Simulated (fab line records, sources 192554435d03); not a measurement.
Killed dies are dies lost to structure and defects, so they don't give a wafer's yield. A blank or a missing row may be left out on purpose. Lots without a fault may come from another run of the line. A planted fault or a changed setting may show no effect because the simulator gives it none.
Which tool did it? | flow n5_finfet | 9 lots, 25 wafers sampled, at 5 steps of a route of 1938

WHAT THE GAUGES READ, wafer by wafer
N5_BEOL_M3_INSPECT_30: inspects for defects (brightfield). Usual: raw_defect_count 422, standard deviation 92.
lot  | measured     | on                | raw_defect_count | flag
L413 | day 7 20:31  | defect_inspect-01 | 491 563 345      |
L416 | day 8 06:12  | defect_inspect-01 | 779 470 489      |
L425 | day 10 15:31 | defect_inspect-01 | 444 332 505      |
L426 | day 10 18:56 | defect_inspect-01 | 452 553          |
L429 | day 11 08:43 | defect_inspect-02 | 445 518          |
L430 | day 11 16:02 | defect_inspect-01 | 336 391 449      |
L433 | day 12 13:02 | defect_inspect-01 | 272 520 346      |
L435 | day 12 22:28 | defect_inspect-01 | 378 398 327      |
L434 | day 13 07:37 | defect_inspect-02 | 489 443 324      |

N5_BEOL_M4_RC_MEAS_101. Usual: DIBL_N 35.4 mV/V, standard deviation 2.1; DIBL_P 34.8 mV/V, standard deviation 2.6; IOFF_N 0.15 nA/um, standard deviation 0.037; IOFF_P 0.19 nA/um, standard deviation 0.037; ION_N 677 uA/um, standard deviation 16; ION_P 462 uA/um, standard deviation 9.3; SS_N 71.4 mV/dec, standard deviation 0.75; SS_P 72.9 mV/dec, standard deviation 0.77; VT_N 250 mV, standard deviation 3.7; VT_P -251 mV, standard deviation 3.5.
lot  | measured     | on        | DIBL_N (mV/V)  | DIBL_P (mV/V)  | IOFF_N (nA/um) | IOFF_P (nA/um) | ION_N (uA/um) | ION_P (uA/um) | SS_N (mV/dec)  | SS_P (mV/dec)  | VT_N (mV)   | VT_P (mV)      | flag
L413 | day 8 15:54  | prober-02 | 34.8 35.0 33.1 | 32.0 32.7 30.1 | 0.13 0.14 0.11 | 0.19 0.20 0.17 | 679 682 672   | 472 478 470   | 70.9 71.0 70.0 | 72.6 72.5 72.6 | 250 249 253 | -248 -250 -251 |
L416 | day 9 08:56  | prober-02 | 39.0 32.9 37.2 | 37.7 31.1 35.9 | 0.24 0.12 0.20 | 0.23 0.15 0.21 | 679 672 688   | 456 463 465   | 72.0 70.8 72.7 | 74.2 72.4 73.9 | 245 255 245 | -248 -252 -248 |
L425 | day 11 12:50 | prober-01 | 35.2 35.3 33.4 | 34.9 34.9 32.1 | 0.15 0.14 0.12 | 0.21 0.21 0.17 | 683 679 674   | 467 469 462   | 71.2 71.3 71.4 | 73.5 73.1 72.2 | 248 249 254 | -248 -249 -250 |
L426 | day 11 15:32 | prober-01 | 33.4 32.9      | 32.6 31.6      | 0.11 0.10      | 0.17 0.15      | 661 643       | 455 453       | 71.3 70.7      | 72.1 72.0      | 254 260     | -250 -253      |
L429 | day 12 05:58 | prober-01 | 33.1 32.3      | 32.2 31.9      | 0.11 0.11      | 0.15 0.15      | 662 682       | 448 472       | 69.8 70.4      | 71.9 73.0      | 252 253     | -255 -253      |
L430 | day 12 19:44 | prober-01 | 33.2 36.7 34.9 | 32.4 37.0 35.9 | 0.11 0.16 0.14 | 0.15 0.20 0.20 | 670 692 669   | 451 469 463   | 70.2 71.6 70.1 | 72.3 73.0 73.3 | 255 251 251 | -254 -251 -251 |
L433 | day 13 15:49 | prober-01 | 40.6 38.2 36.6 | 40.7 37.9 36.7 | 0.28 0.23 0.18 | 0.31 0.25 0.22 | 709 708 702   | 480 479 478   | 73.2 72.2 72.0 | 74.6 73.6 73.9 | 241 244 246 | -246 -245 -247 |
L435 | day 14 14:02 | prober-02 | 38.0 36.1 36.0 | 40.0 37.1 36.9 | 0.22 0.18 0.17 | 0.26 0.23 0.21 | 710 701 689   | 477 476 467   | 72.6 71.7 71.4 | 73.7 73.3 73.6 | 242 247 246 | -247 -250 -250 |
L434 | day 14 15:19 | prober-01 | 35.5 32.7 35.4 | 35.0 31.9 36.6 | 0.15 0.11 0.16 | 0.23 0.18 0.25 | 676 672 688   | 468 472 474   | 71.7 70.3 71.5 | 73.1 71.7 72.9 | 254 254 249 | -243 -247 -244 |

WHICH TOOL RAN EACH LOT (tool, then ch and the chambers of the sampled wafers, then the start)
lot  | N5_BEOL_M3_ETCH_63                 | N5_BEOL_M3_VIA_ETCH_34             | N5_BEOL_M3_TRENCH_ETCH_37
L413 | rie_diel-04 ch 0,1, day 7 19:36    | rie_diel-02 ch 0,1, day 8 00:55    | rie_diel-02 ch 0,1, day 8 15:54 or earlier
L416 | rie_diel-06 ch 3, day 8 05:12      | rie_diel-02 ch 0,2, day 8 11:07    | rie_diel-02 ch 0,2, day 9 08:56 or earlier
L425 | rie_diel-06 ch 0,3, day 10 14:37   | rie_diel-02 ch 0,1,2, day 10 17:02 | rie_diel-02 ch 0,1,2, day 11 12:50 or earlier
L426 | rie_diel-06 ch 0,3, day 10 18:01   | rie_diel-02 ch 1,3, day 10 22:38   | rie_diel-02 ch 1,3, day 11 15:32 or earlier
L429 | rie_diel-06 ch 0,3, day 11 07:50   | rie_diel-02 ch 0,1, day 11 10:26   | rie_diel-02 ch 0,1, day 12 05:58 or earlier
L430 | rie_diel-02 ch 0,1, day 11 15:08   | rie_diel-02 ch 0,3, day 12 01:40   | rie_diel-02 ch 0,3, day 12 19:44 or earlier
L433 | rie_diel-02 ch 0,1,3, day 12 12:07 | rie_diel-04 ch 0,1, day 12 19:22   | rie_diel-04 ch 0,1, day 13 15:49 or earlier
L435 | rie_diel-02 ch 1,2,3, day 12 21:31 | rie_diel-06 ch 0,3, day 13 14:20   | rie_diel-06 ch 0,3, day 14 14:02 or earlier
L434 | rie_diel-02 ch 0,2,3, day 13 06:50 | rie_diel-04 ch 1,2,3, day 13 14:25 | rie_diel-04 ch 1,2,3, day 14 15:19 or earlier
- N5_BEOL_M3_ETCH_63: etches SiARC in CF4, target depth 15.6 nm, time 26 s.
- N5_BEOL_M3_VIA_ETCH_34: etches the open film in C4F6/O2, target depth 69.4 nm, time 65.9 s.
- N5_BEOL_M3_TRENCH_ETCH_37: etches SiOC in C4F6/O2, target depth 55.555 nm, time 29.2 s.

WHAT THE TOOLS THEMSELVES READ (means of the sampled wafers that have a number; where no wafer has one, the mark that the record gives instead)
N5_BEOL_M3_ETCH_63. Usual: drypump_motor_current_A 5.6 A, standard deviation 0.45; etch_rf_on_time_s 26.1 s, standard deviation 0.68; oes_product_au 0.66 a.u., standard deviation 0.07; rf_vpp_V 183.9 V, standard deviation 1.2; showerhead_plenum_p_Torr 2.13 Torr, standard deviation 0.059; throttle_valve_pct 15.7 %, standard deviation 0.32.
lot  | tool        | drypump_motor_current_A (A) | etch_rf_on_time_s (s) | oes_product_au (a.u.) | rf_vpp_V (V) | showerhead_plenum_p_Torr (Torr) | throttle_valve_pct (%) | flag
L413 | rie_diel-04 | 6.2                         | 26.2                  | 0.65                  | 184.0        | 2.14                            | 15.6                   |
L416 | rie_diel-06 | 5.3                         | 25.2                  | 0.64                  | 182.6        | 2.06                            | 16.0                   |
L425 | rie_diel-06 | 5.3                         | 26.2                  | 0.64                  | 183.0        | 2.07                            | 15.9                   |
L426 | rie_diel-06 | 5.3                         | 26.0                  | 0.66                  | 183.0        | 2.08                            | 15.9                   |
L429 | rie_diel-06 | 5.3                         | 26.0                  | 0.66                  | 183.8        | 2.07                            | 15.9                   |
L430 | rie_diel-02 | 5.9                         | 25.6                  | 0.68                  | 183.1        | 2.09                            | 15.5                   |
L433 | rie_diel-02 | 5.6                         | 25.4                  | 0.66                  | 184.7        | 2.09                            | 15.8                   |
L435 | rie_diel-02 | 5.6                         | 25.4                  | 0.72                  | 183.0        | 2.08                            | 15.6                   |
L434 | rie_diel-02 | 5.6                         | 26.2                  | 0.68                  | 183.3        | 2.10                            | 15.8                   |

N5_BEOL_M3_VIA_ETCH_34. Usual: drypump_motor_current_A 5.7 A, standard deviation 0.47; oes_product_au 0.77 a.u., standard deviation 0.08; rf_vpp_V 667 V, standard deviation 20; run_length_s 89.3 s, standard deviation 0.41; showerhead_plenum_p_Torr 2.82 Torr, standard deviation 0.073; throttle_valve_pct 30.8 %, standard deviation 0.53.
lot  | tool        | drypump_motor_current_A (A) | oes_product_au (a.u.) | rf_vpp_V (V) | run_length_s (s) | showerhead_plenum_p_Torr (Torr) | throttle_valve_pct (%) | flag
L413 | rie_diel-02 | 5.9                         | 0.81                  | 643          | 89.3             | 2.79                            | 30.7                   |
L416 | rie_diel-02 | 5.9                         | 0.69                  | 668          | 89.0             | 2.81                            | 30.5                   |
L425 | rie_diel-02 | 5.9                         | 0.74                  | 655          | 89.3             | 2.79                            | 30.6                   |
L426 | rie_diel-02 | 5.5                         | 0.80                  | 658          | 94.4             | 2.75                            | 31.0                   | OFF
L429 | rie_diel-02 | 6.0                         | 0.77                  | 644          | 91.8             | 2.79                            | 30.9                   | OFF
L430 | rie_diel-02 | 5.7                         | 0.74                  | 659          | 90.6             | 2.80                            | 31.3                   | OFF
L433 | rie_diel-04 | 5.9                         | 0.85                  | 669          | 89.6             | 2.79                            | 30.6                   |
L435 | rie_diel-06 | 5.3                         | 0.74                  | 657          | 89.0             | 2.72                            | 31.2                   |
L434 | rie_diel-04 | 6.0                         | 0.80                  | 681          | 89.5             | 2.89                            | 30.5                   |

N5_BEOL_M3_TRENCH_ETCH_37. Usual: drypump_motor_current_A 5.7 A, standard deviation 0.48; oes_product_au 0.77 a.u., standard deviation 0.08; rf_vpp_V 667 V, standard deviation 20; run_length_s 52.6 s, standard deviation 0.39; showerhead_plenum_p_Torr 2.82 Torr, standard deviation 0.073; throttle_valve_pct 20.9 %, standard deviation 0.39.
lot  | tool        | drypump_motor_current_A (A) | oes_product_au (a.u.) | rf_vpp_V (V) | run_length_s (s) | showerhead_plenum_p_Torr (Torr) | throttle_valve_pct (%) | flag
L413 | rie_diel-02 | 5.9                         | 0.81                  | 642          | 53.0             | 2.79                            | 20.8                   |
L416 | rie_diel-02 | 5.8                         | 0.69                  | 669          | 52.4             | 2.81                            | 20.8                   |
L425 | rie_diel-02 | 5.9                         | 0.74                  | 655          | 52.4             | 2.79                            | 20.8                   |
L426 | rie_diel-02 | 5.5                         | 0.79                  | 658          | 52.5             | 2.76                            | 21.0                   |
L429 | rie_diel-02 | 6.0                         | 0.77                  | 644          | 52.6             | 2.79                            | 21.0                   |
L430 | rie_diel-02 | 5.7                         | 0.74                  | 658          | 52.4             | 2.81                            | 21.4                   |
L433 | rie_diel-04 | 5.9                         | 0.84                  | 669          | 53.0             | 2.80                            | 20.7                   |
L435 | rie_diel-06 | 5.3                         | 0.73                  | 657          | 52.6             | 2.73                            | 21.2                   |
L434 | rie_diel-04 | 6.0                         | 0.80                  | 681          | 52.9             | 2.90                            | 20.7                   |

THE ANSWER, worked out from the rows above alone
Rule: a lot is off if the mean of its wafers that have a number lies more than 3 standard deviations from the usual mean. A lot without any number at a reading at which 4 lots or more have one is off too. The other lots that the step has rows for count as sound. The gauges are gone through in route order, then the tools' own readings, and for those a lot's mean is taken as printed above. The first step at which some lot is off is used, and at that step the reading that is off furthest; a lot without a number counts as furthest.
Off: L426, L429, L430, at N5_BEOL_M3_VIA_ETCH_34 (run_length_s).
A tool fits if, at that step or a process step before it, it ran every lot that is off, and no sound lot after the first of them. One fits: rie_diel-02 at N5_BEOL_M3_VIA_ETCH_34. Its last sound lot is L425 (day 10 17:02), its first lot that is off L426 (day 10 22:38): a fault that began between those two fits.
The tool's own readings at N5_BEOL_M3_VIA_ETCH_34 bear it out: on the lots that are off they differ by more than 5 times the standard deviation of the sound lots' means. run_length_s reads 92.3 s there against 89.3 s on the sound lots.

WHAT THE SIMULATOR HAD PUT IN
Process parameter drift: rie_diel-02, from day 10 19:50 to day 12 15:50, at N5_BEOL_M3_VIA_ETCH_34. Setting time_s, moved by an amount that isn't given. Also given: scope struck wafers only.
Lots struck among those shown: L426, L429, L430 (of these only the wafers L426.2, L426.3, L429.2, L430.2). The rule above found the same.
